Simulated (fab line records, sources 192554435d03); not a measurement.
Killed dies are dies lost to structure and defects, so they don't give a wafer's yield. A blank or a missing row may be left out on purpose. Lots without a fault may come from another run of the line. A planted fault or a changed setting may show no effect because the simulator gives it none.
fab line records | flow n5_finfet
record lots=8 wafers=24 last_day=16
route steps=1938 shown BEOL_M4@1111 BEOL_M6@1211 PASSIVATION@1936
lots that met no fault: from a run of the same line without faults
start_h: hours from the record's first day to the start of the lot's first wafer shown | wait_h: hours since the lot's step before | " the same as in the row above | L1.1+2: a row that stands for several wafers | - no value, or no start given | * or withheld: withheld | < > ~ a bound
route shown NAME@n: a module of which the file shows steps, and the number in the route of the first | usual: mean/standard deviation of fault-free wafers | same: alike in all rows | chamber/n: place in a boat | sites: the reading at each site | _std_site: their standard deviation | _edge_site: outer sites' mean less inner sites' | radius_mm: how far each site lies from the wafer's centre | mask NAME#n: copy n | behind: the tool/chamber that last shaped the wafer | hold: why the lot was held/for how many hours/how that ended | device: the transistor (n, p or np) that didn't switch | end of line: the same wafers' tests at the end of the route | a step without rows: its recipe alone | killed: dies lost to structure and defects at the first sort, not the wafer's yield | map: a wafer's dies, x killed, . not, _ none there
set.NAME: the setting as run; set.NAME@STEP: as run at that earlier step | model.NAME: the simulator's own value behind a step, which no gauge read
steps of the route over a sample of lots; a table a step, a row a wafer
services: from which hour (start_h, from the record's first day; less than 0 if before it) a tool's chamber was out of use, for how many hours, and why
## steps
# step N5_BEOL_M4_RC_MEAS_101
# usual DIBL_N=36.4/2 DIBL_P=36.1/2.5 IOFF_N=0.16/0.037 IOFF_P=0.20/0.038 ION_N=670/13 ION_P=459/8.3 SS_N=71.6/0.69 SS_P=73.3/0.72 VT_N=250/3.4 VT_P=-251/3.1
# columns lot.wafer tool chamber start_h wait_h DIBL_N[mV/V] DIBL_P[mV/V] IOFF_N[nA/um] IOFF_P[nA/um] ION_N[uA/um] ION_P[uA/um] SS_N[mV/dec] SS_P[mV/dec] VT_N[mV] VT_P[mV]
L682.2 prober-01 0 179.75 0.2 34.5 33.9 0.12 0.16 665 454 71.7 72.6 255 -255
L682.3 " 0 " " 36.0 36.7 0.16 0.21 681 467 72.5 72.8 247 -249
L682.4 " 0 " " 32.3 32.2 0.10 0.14 654 457 70.5 71.8 256 -255
L683.3 prober-01 0 190.24 0.3 34.4 35.5 0.13 0.21 640 448 71.0 73.1 254 -250
L683.4 " 0 " " 32.4 31.9 0.10 0.16 650 450 69.9 72.2 256 -253
L683.6 " 0 " " 35.2 36.7 0.15 0.22 673 462 70.7 72.9 248 -248
L686.2 prober-01 0 200.82 0.2 39.1 39.1 0.22 0.26 677 466 72.4 74.1 244 -248
L686.4 " 0 " " 37.8 37.3 0.18 0.23 688 466 71.4 74.0 250 -249
L686.6 " 0 " " 33.6 33.6 0.12 0.18 665 458 70.8 73.1 250 -251
L687.2 prober-01 0 207.50 0.2 36.6 35.8 0.15 0.22 653 456 71.7 72.9 252 -248
L687.3 " 0 " " 36.1 34.4 0.14 0.21 664 462 70.7 72.8 250 -249
L687.6 " 0 " " 34.6 32.6 0.13 0.18 661 461 70.5 73.0 252 -251
L688.1 prober-02 0 219.64 0.2 36.4 36.5 0.15 0.20 657 457 71.6 73.8 252 -250
L688.3 " 0 " " 39.9 38.3 0.24 0.22 651 447 74.4 73.4 249 -252
L688.6 " 0 " " 38.9 39.8 0.22 0.28 679 466 71.7 73.7 246 -245
L689.1 prober-02 0 220.57 1.0 35.8 34.3 0.14 0.16 661 447 71.6 72.3 253 -253
L689.2 " 0 " " 30.4 29.2 0.08 0.11 648 445 70.2 70.8 259 -259
L689.5 " 0 " " 38.4 38.8 0.20 0.22 686 460 71.7 73.7 246 -250
L690.4 prober-01 0 231.67 0.5 33.7 33.7 0.13 0.16 653 448 72.3 72.8 253 -254
L690.5 " 0 " " 37.2 38.4 0.19 0.22 676 457 72.1 73.9 248 -250
L690.6 " 0 " " 32.1 33.1 0.12 0.15 669 455 70.9 72.4 254 -255
L697.2 prober-01 0 290.48 0.2 37.0 39.0 0.17 0.27 674 469 71.6 73.9 252 -246
L697.4 " 0 " " 35.0 34.6 0.12 0.20 654 461 71.4 72.7 254 -250
L697.6 " 0 " " 35.4 36.6 0.13 0.22 661 467 71.2 73.8 253 -247
# step N5_BEOL_M6_ETCH_61
# recipe chemistry=CF4 target=SiARC target_depth_a=455 mask_material=CAR-ArF time_s=75.8 ion_energy_ev=80 pressure_mtorr=40 source_w=545 bias_w=36 Ar_flow_sccm=100 cf4_flow_sccm=100 ends=cleared
# usual drypump_motor_current_A=5.7/0.37 etch_rf_on_time_s=76.6/2.8 oes_product_au=0.69/0.087 rf_vpp_V=183.9/1.3 showerhead_plenum_p_Torr=2.14/0.083 throttle_valve_pct=15.48/0.26
# columns lot.wafer tool chamber start_h wait_h drypump_motor_current_A etch_rf_on_time_s oes_product_au rf_hours_counter_h rf_vpp_V showerhead_plenum_p_Torr throttle_valve_pct
L682.2 rie_diel-02 2 194.59 0.0 5.6 75.9 0.59 246 182.9 2.11 15.90
L682.3 " 0 " " 6.1 74.7 0.59 219 182.5 2.04 15.53
L682.4 " 3 " " 6.6 81.3 0.57 215 183.0 2.11 15.38
L683.3 rie_diel-05 0 202.16 0.0 5.1 70.8 0.81 15 185.2 2.20 15.12
L683.4 " 0 " " 5.1 71.5 0.81 - 182.2 2.20 15.13
L683.6 " 2 " " 5.5 79.8 0.61 - 184.3 1.96 15.54
L686.2 rie_diel-05 0 215.92 0.0 5.1 70.7 0.79 23 184.7 2.19 15.16
L686.4 " 3 " " 5.5 71.5 0.79 30 183.1 2.11 15.72
L686.6 " 2 " " 5.5 79.6 0.61 - 181.9 1.96 15.57
L687.2 rie_diel-04 0 226.47 0.0 5.6 76.0 0.71 71 185.3 2.27 15.65
L687.3 " 3 " " 6.0 77.8 0.76 32 183.1 2.11 15.21
L687.6 " 3 " " 6.0 77.0 0.76 - 182.6 2.10 15.21
L688.1 rie_diel-05 0 236.79 0.0 5.1 71.6 0.77 30 184.3 2.19 15.17
L688.3 " 1 " " 6.1 77.9 0.62 180 184.4 2.22 15.79
L688.6 " 0 " " 5.1 71.2 0.78 - 185.0 2.19 15.17
L689.1 rie_diel-04 3 237.06 0.0 6.0 77.2 0.76 37 183.9 2.10 15.22
L689.2 " 2 " " 5.3 78.5 0.56 267 183.6 2.10 15.95
L689.5 " 0 " " 5.6 77.1 0.70 - 184.3 2.27 15.66
L690.4 rie_diel-02 2 256.93 0.0 5.6 75.1 0.80 9 184.1 2.11 15.41
L690.5 " 3 " " 6.5 80.1 0.57 - 182.8 2.11 15.41
L690.6 " 2 " " 5.5 75.2 0.80 - 183.6 2.11 15.41
L697.2 rie_diel-04 2 305.56 0.0 5.3 79.2 0.78 22 183.6 2.09 15.46
L697.4 " 0 " " 5.6 76.8 0.67 103 183.7 2.26 15.73
L697.6 " 2 " " 5.3 78.2 0.78 - 183.5 2.10 15.46
# step N5_BEOL_M6_HM_OPEN_17
# recipe chemistry=Cl2/BCl3 target_depth_a=200 overetch_a=60 target=TiN mask_material=SOC ion_energy_ev=150 pressure_mtorr=10 icp_w=1000 bias_w=126 Cl2_flow_sccm=53.25 bcl3_flow_sccm=21.75 Ar_flow_sccm=25
# usual drypump_motor_current_A=5.7/0.49 oes_product_au=0.63/0.1 throttle_valve_pct=22.32/0.17
# columns lot.wafer tool chamber start_h wait_h drypump_motor_current_A oes_product_au rf_hours_counter_h throttle_valve_pct
L682.2 rie_metal-01 0 194.83 0.0 6.1 0.62 69 22.57
L682.3 " 0 " " 6.1 0.61 - 22.56
L682.4 " 1 " " 5.8 0.57 - 22.18
L683.3 rie_metal-02 1 202.43 0.1 5.9 0.81 - 22.26
L683.4 " 0 " " 5.1 0.52 - 22.61
L683.6 " 0 " " 5.1 0.52 - 22.61
L686.2 rie_metal-01 1 216.16 0.0 5.8 0.57 91 22.20
L686.4 " 0 " " 6.1 0.60 - 22.59
L686.6 " 1 " " 5.7 0.57 - 22.19
L687.2 rie_metal-02 0 226.71 0.0 5.1 0.52 123 22.61
L687.3 " 0 " " 5.1 0.52 - 22.63
L687.6 " 0 " " 5.1 0.52 - 22.61
L688.1 rie_metal-02 1 237.03 0.0 5.9 0.79 7 22.26
L688.3 " 1 " " 5.8 0.79 - 22.25
L688.6 " 1 " " 5.8 0.79 - 22.24
L689.1 rie_metal-02 1 237.31 0.0 5.8 0.78 7 22.25
L689.2 " 0 " " 5.1 0.52 124 22.63
L689.5 " 0 " " 5.1 0.52 - 22.62
L690.4 rie_metal-02 1 257.21 0.1 5.9 0.77 - 22.25
L690.5 " 1 " " 5.9 0.78 - 22.24
L690.6 " 0 " " 5.1 0.52 - 22.64
L697.2 rie_metal-02 1 305.81 0.0 5.9 0.75 14 22.28
L697.4 " 1 " " 5.9 0.75 - 22.26
L697.6 " 1 " " 5.9 0.76 - 22.27
# step N5_BEOL_M6_DESCUM_33
# recipe chemistry=O2 time_s=7 source_power_w=50 bias_power_w=20 pressure_mtorr=20 rf_frequency_hz=2.712e+07 temp_c=40 resist=CAR-EUV o2_flow_sccm=225
# usual drypump_motor_current_A=5.7/0.37 oes_product_au=0.81/0.1 rf_vpp_V=243.0/1.6 showerhead_plenum_p_Torr=2.08/0.092 throttle_valve_pct=20.29/0.2
# columns lot.wafer tool chamber start_h wait_h drypump_motor_current_A oes_product_au rf_hours_counter_h rf_vpp_V showerhead_plenum_p_Torr throttle_valve_pct
L682.2 rie_diel-04 3 195.77 0.0 6.1 0.93 18 241.4 2.04 19.97
L682.3 " 2 " " 5.3 0.67 249 242.0 2.04 20.55
L682.4 " 2 " " 5.3 0.67 - 242.2 2.04 20.55
L683.3 rie_diel-02 2 203.13 0.0 5.6 0.68 249 242.4 2.05 20.56
L683.4 " 3 " " 6.5 0.69 217 244.0 2.07 20.23
L683.6 " 1 " " 5.9 0.92 - 243.2 2.18 20.33
L686.2 rie_diel-04 0 216.90 0.1 5.6 0.86 67 244.3 2.22 20.49
L686.4 " 2 " " 5.3 0.67 - 242.0 2.03 20.56
L686.6 " 0 " " 5.6 0.87 - 244.8 2.22 20.49
L687.2 rie_diel-04 3 228.63 0.0 6.0 0.90 32 240.7 2.04 20.00
L687.3 " 0 " " 5.6 0.85 72 243.8 2.22 20.50
L687.6 " 0 " " 5.6 0.85 - 244.5 2.22 20.51
L688.1 rie_diel-04 1 238.10 0.4 5.5 0.68 224 244.2 2.17 20.31
L688.3 " 0 " " 5.6 0.83 77 245.2 2.22 20.50
L688.6 " 0 " " 5.6 0.84 - 246.2 2.22 20.50
L689.1 rie_diel-05 2 238.88 0.8 5.5 0.74 195 239.4 1.90 20.28
L689.2 " 0 " " 5.0 0.91 31 243.5 2.13 19.88
L689.5 " 2 " " 5.4 0.73 - 242.4 1.90 20.29
L690.4 rie_diel-04 1 261.12 0.4 5.5 0.68 232 244.0 2.17 20.32
L690.5 " 3 " " 6.1 0.88 - 244.6 2.03 20.01
L690.6 " 2 " " 5.3 0.97 - 243.6 2.03 20.14
L697.2 rie_diel-04 0 308.04 0.2 5.6 0.82 104 245.2 2.21 20.54
L697.4 " 0 " " 5.6 0.81 - 246.4 2.21 20.54
L697.6 " 3 " " 6.0 0.85 - 243.1 2.03 20.05
# step N5_BEOL_M6_VIA_ETCH_34
# recipe chemistry=C4F6/O2 target=SiCOH_lowk target_depth_a=1263 mask_material=SOC taper_deg=4 time_s=50.9 ion_energy_ev=250 pressure_mtorr=30 source_w=345 bias_w=185 Ar_flow_sccm=300 C4F6_flow_sccm=10 O2_flow_sccm=10
# usual drypump_motor_current_A=5.7/0.37 oes_product_au=0.81/0.1 rf_vpp_V=657/17 run_length_s=74.5/0.38 showerhead_plenum_p_Torr=2.84/0.11 throttle_valve_pct=20.76/0.21
# columns lot.wafer tool chamber start_h wait_h drypump_motor_current_A oes_product_au rf_hours_counter_h rf_vpp_V run_length_s showerhead_plenum_p_Torr throttle_valve_pct
L682.2 rie_diel-04 3 195.95 0.0 6.1 0.92 19 675 74.0 2.80 20.52
L682.3 " 2 " " 5.3 0.68 249 646 74.1 2.80 21.15
L682.4 " 2 " " 5.3 0.68 - 647 74.3 2.80 21.15
L683.3 rie_diel-02 2 203.31 0.0 5.6 0.68 249 633 75.0 2.79 21.06
L683.4 " 3 " " 6.6 0.67 217 646 74.1 2.84 20.80
L683.6 " 1 " " 5.9 0.91 - 682 75.3 2.89 20.41
L686.2 rie_diel-04 0 217.08 0.0 5.6 0.84 67 670 74.1 2.99 20.84
L686.4 " 2 " " 5.3 0.67 - 646 74.5 2.80 21.17
L686.6 " 0 " " 5.6 0.84 - 670 74.6 2.99 20.84
L687.2 rie_diel-04 3 228.81 0.0 6.0 0.90 33 675 74.3 2.80 20.56
L687.3 " 0 " " 5.6 0.83 72 671 74.2 2.99 20.83
L687.6 " 0 " " 5.6 0.83 - 670 74.4 2.99 20.86
L688.1 rie_diel-04 1 238.28 0.0 5.4 0.70 224 657 74.5 2.93 20.71
L688.3 " 0 " " 5.6 0.82 77 671 74.1 2.99 20.85
L688.6 " 0 " " 5.6 0.82 - 670 74.4 2.99 20.84
L689.1 rie_diel-05 2 239.06 0.0 5.5 0.71 195 665 74.8 2.59 20.68
L689.2 " 0 " " 5.1 0.89 31 618 74.1 2.93 20.52
L689.5 " 2 " " 5.5 0.70 - 665 74.6 2.58 20.67
L690.4 rie_diel-04 1 261.30 0.0 5.4 0.68 232 656 74.9 2.93 20.71
L690.5 " 3 " " 6.1 0.87 - 673 73.8 2.79 20.54
L690.6 " 2 " " 5.3 0.97 - 647 74.3 2.79 20.77
L697.2 rie_diel-04 0 308.22 0.0 5.6 0.80 104 670 60.9 2.97 20.89
L697.4 " 0 " " 5.6 0.79 - 670 74.3 2.97 20.89
L697.6 " 3 " " 6.0 0.85 - 674 74.4 2.78 20.60
# step N5_PASSIVATION_PROBE_49
# usual defect_limited_yield=91.2/1.6 killed_at_M0_to_M3=34/11 killed_at_M4_up=13/5.2 killed_at_contacts=13/6.3 killed_at_front_end=40/14 killed_at_other=3.2/2.4 killed_dies=104/19 killed_on_rim=14/4.2 killed_open=69/14 killed_short=32/7.5 sort_bin_5_function=5.3/1.1 sort_bin_6_memory=3.2/0.73 sort_bin_8_speed=0.01/0.038 sort_n_pass=1076/19 sort_yield_pct=91.2/1.6
# same gross_dies=1180 killed_at_back_side=0 sort_bin_4_leakage[%]=0
# columns lot.wafer tool chamber start_h wait_h defect_limited_yield[%] killed_at_M0_to_M3 killed_at_M4_up killed_at_contacts killed_at_front_end killed_at_other killed_dies killed_on_rim killed_open killed_short sort_bin_5_function[%] sort_bin_6_memory[%] sort_bin_8_speed[%] sort_n_pass sort_yield_pct[%]
L688.1 prober-02 - 319.85 0.0 90.4 53 11 13 34 2 113 20 70 41 6.0 3.3 0 1067 90.4
L688.3 prober-02 - 319.95 0.1 92.4 26 12 23 28 1 90 6 60 27 4.6 2.9 0.08 1089 92.3
L688.6 prober-02 - 320.10 0.3 90.3 43 9 20 39 3 114 9 82 30 5.5 3.8 0 1066 90.3
L689.1 prober-02 - 328.90 0.0 89.5 30 12 18 60 4 124 17 82 40 6.3 4.1 0 1056 89.5
L689.2 prober-02 - 328.95 0.1 90.4 34 12 8 55 4 113 19 64 47 5.3 4.1 0.08 1066 90.3
L689.5 prober-02 - 329.10 0.2 90.2 37 11 15 48 5 116 10 76 39 5.8 3.6 0 1064 90.2
L697.2 prober-01 - 393.39 0.1 17.5 46 851 27 46 3 973 83 90 44 77.3 4.6 0 207 17.5
L697.4 prober-01 - 393.49 0.2 92.8 21 12 18 31 3 85 13 49 27 4.7 1.8 0 1095 92.8
L697.6 prober-01 - 393.59 0.3 94.2 20 10 17 21 1 69 6 50 18 3.1 2.5 0 1111 94.2
# killed by level:class
L688.1 BEOL_M1:geometric_particle:open=11 BEOL_M2:geometric_particle:open=10 MOL_CONTACT_COAG:geometric_particle:open=9 FIN_SAQP:geometric_particle:open=7 BEOL_M2:geometric_particle:short=6 DUMMY_GATE:geometric_particle:open=5 BEOL_M0_SAQP:geometric_particle:open=5 BEOL_M3:geometric_particle:open=5
L688.3 MOL_CONTACT_COAG:geometric_particle:open=15 BEOL_M2:geometric_particle:open=9 MOL_CONTACT_COAG:geometric_particle:short=8 BEOL_M4:geometric_particle:open=6 FIN_SAQP:geometric_particle:open=5 GATE_CUT:geometric_particle:open=4 GATE_CUT:geometric_particle:short=4 BEOL_M0_SAQP:geometric_particle:short=4
L688.6 BEOL_M2:geometric_particle:open=16 MOL_CONTACT_COAG:geometric_particle:open=13 STI_FIN_REVEAL:geometric_particle:open=9 BEOL_M0:geometric_particle:open=9 GATE_CUT:geometric_particle:short=7 MOL_CONTACT_COAG:geometric_particle:short=7 BEOL_M1:geometric_particle:open=6 BEOL_M3:geometric_particle:open=6
L689.1 FIN_SAQP:geometric_particle:open=23 BEOL_M2:geometric_particle:open=16 MOL_CONTACT_COAG:geometric_particle:open=13 FIN_SAQP:geometric_particle:short=11 MOL_CONTACT_COAG:geometric_particle:short=5 STI_FIN_REVEAL:geometric_particle:open=4 BEOL_M4:geometric_particle:open=4 DUMMY_GATE:geometric_particle:open=3
L689.2 FIN_SAQP:geometric_particle:short=23 FIN_SAQP:geometric_particle:open=11 BEOL_M2:geometric_particle:open=10 MOL_CONTACT_COAG:geometric_particle:open=7 BEOL_M0_SAQP:geometric_particle:open=7 BEOL_M0_SAQP:geometric_particle:short=4 BEOL_M3:geometric_particle:short=4 BEOL_M5:geometric_particle:open=4
L689.5 MOL_CONTACT_COAG:geometric_particle:open=14 FIN_SAQP:geometric_particle:short=10 BEOL_M0_SAQP:geometric_particle:open=9 BEOL_M0_SAQP:geometric_particle:short=8 GATE_CUT:geometric_particle:short=7 FIN_SAQP:geometric_particle:open=6 BEOL_M2:geometric_particle:open=6 BEOL_M4:geometric_particle:open=6
L697.2 BEOL_M6:area_etch=838 MOL_CONTACT_COAG:geometric_particle:open=20 FIN_SAQP:geometric_particle:short=13 BEOL_M3:geometric_particle:open=11 FIN_SAQP:geometric_particle:open=8 STI_FIN_REVEAL:geometric_particle:open=7 MOL_CONTACT_COAG:geometric_particle:short=7 BEOL_M0_SAQP:geometric_particle:short=7
L697.4 MOL_CONTACT_COAG:geometric_particle:open=15 HKMG_FIN:area_etch=6 BEOL_M4:geometric_particle:open=5 DUMMY_GATE:geometric_particle:open=4 BEOL_M2:geometric_particle:short=4 BEOL_M3:geometric_particle:open=4 STI_FIN_REVEAL:geometric_particle:open=3 SDB:geometric_particle:short=3
L697.6 MOL_CONTACT_COAG:geometric_particle:open=13 BEOL_M1:geometric_particle:open=8 STI_FIN_REVEAL:geometric_particle:open=4 MOL_CONTACT_COAG:geometric_particle:short=4 BEOL_M0_SAQP:geometric_particle:open=4 FIN_SAQP:geometric_particle:open=3 GATE_CUT:geometric_particle:short=3 BEOL_M4:geometric_particle:open=3
## services
# columns tool chamber start_h hours kind
rie_diel-05 - 171.64 2.2 repair
rie_diel-02 3 173.21 5.4 repair
rie_diel-04 1 175.48 62.1 repair
rie_diel-05 3 201.47 13.7 repair
rie_diel-02 2 205.13 - clean
rie_diel-02 2 205.13 - consumable_replace:focus_ring
rie_diel-02 2 205.13 22.7 scheduled_down
rie_diel-02 2 205.13 22.7 vent_cycle
rie_diel-05 2 219.41 2.6 repair
rie_diel-02 3 230.91 5.1 repair
rie_diel-04 2 237.62 - clean
rie_diel-04 2 237.62 - consumable_replace:focus_ring
rie_diel-04 2 237.62 14.2 scheduled_down
rie_diel-04 2 237.62 14.2 vent_cycle
rie_metal-02 0 262.02 - clean
rie_metal-02 0 262.02 15.5 scheduled_down
rie_metal-02 0 262.02 15.5 vent_cycle
rie_diel-02 0 277.44 - clean
rie_diel-02 0 277.44 - consumable_replace:focus_ring
rie_diel-05 - 291.28 14.6 pm
rie_diel-04 1 306.00 - clean
rie_diel-04 1 306.00 - consumable_replace:focus_ring
rie_diel-04 1 306.00 15.0 scheduled_down
rie_diel-04 1 306.00 15.0 vent_cycle
## key
first_sign step=N5_BEOL_M6_VIA_ETCH_34 reading=run_length_s direction=down sigmas=36 usual=* struck=*
effect step=N5_PASSIVATION_PROBE_49 reading=killed_at_M4_up direction=up sigmas=99+ usual=13 struck=851
more_kills_born_at N5_BEOL_M6_VIA_ETCH_34@rie_diel-04=838
met_at N5_BEOL_M6_VIA_ETCH_34
struck_lots L697
struck_wafers L697.2
later_rows_left_out L697.2
not_acting_at N5_BEOL_M6_ETCH_61,N5_BEOL_M6_HM_OPEN_17,N5_BEOL_M6_DESCUM_33
onset_between 261.30 308.22
fault kind=process_parameter_drift tool=rie_diel-04 chamber=- onset_h=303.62 steps=N5_BEOL_M6_VIA_ETCH_34 channel=time_s offset=* shape=step end_h=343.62 scope=struck_wafers_only acts_in=* stated=*
# later_rows_left_out: the simulator's readings of these wafers behind a module that went badly wrong aren't trusted and aren't shown, but for the sort
